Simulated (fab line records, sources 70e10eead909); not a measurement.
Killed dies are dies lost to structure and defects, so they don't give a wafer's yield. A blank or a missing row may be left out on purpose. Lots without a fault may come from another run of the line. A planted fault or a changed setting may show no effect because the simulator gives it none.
Chamber matching | flow nand_harc | NHARC_A_CONTACT_DESCUM_13 on rie_diel-06: 4 sister chambers
The step chemistry O2, time 3 s. 4 wafers are shown with their chamber, then 10 later ones without.

WAFERS WITH THEIR CHAMBER
wafer  | chamber | showerhead_plenum_p_Torr (Torr)
L083.4 | 2       | 1.81
L083.5 | 0       | 1.96
L082.1 | 1       | 2.06
L082.2 | 3       | 1.82

WAFERS WITHOUT THEIR CHAMBER
wafer  | showerhead_plenum_p_Torr (Torr)
L082.5 | 1.82
L087.3 | 1.81
L087.4 | 1.95
L087.6 | 2.06
L091.3 | 2.06
L091.4 | 1.80
L091.6 | 1.81
L092.4 | 1.95
L092.5 | 2.05
L092.6 | 1.80

WHICH CHAMBER EACH WENT THROUGH
wafer  | from the rows above     | in truth
L082.5 | can't be placed: 3 or 2 | 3
L087.3 | can't be placed: 2 or 3 | 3
L087.4 | 0                       | 0
L087.6 | 1                       | 1
L091.3 | 1                       | 1
L091.4 | can't be placed: 2 or 3 | 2
L091.6 | can't be placed: 2 or 3 | 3
L092.4 | 0                       | 0
L092.5 | 1                       | 1
L092.6 | can't be placed: 2 or 3 | 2
Placed correctly: 5 of 10. Can't be placed from these rows: 5 (the true chamber is among the candidates in 5). Placed wrongly: 0.
How it was worked out, from the rows above alone: a wafer's distance from a chamber is the root of the sum, over the readings, of the square of ((its reading less the chamber's mean) divided by the reading's scatter). The wafer belongs to the nearest chamber; if the next one is less than 2 further off, it can't be placed. A chamber's mean is the mean of its shown wafers. The scatter: with one shown wafer a chamber, the root of the mean of the squares of how far each hidden wafer lies from its nearest shown one.
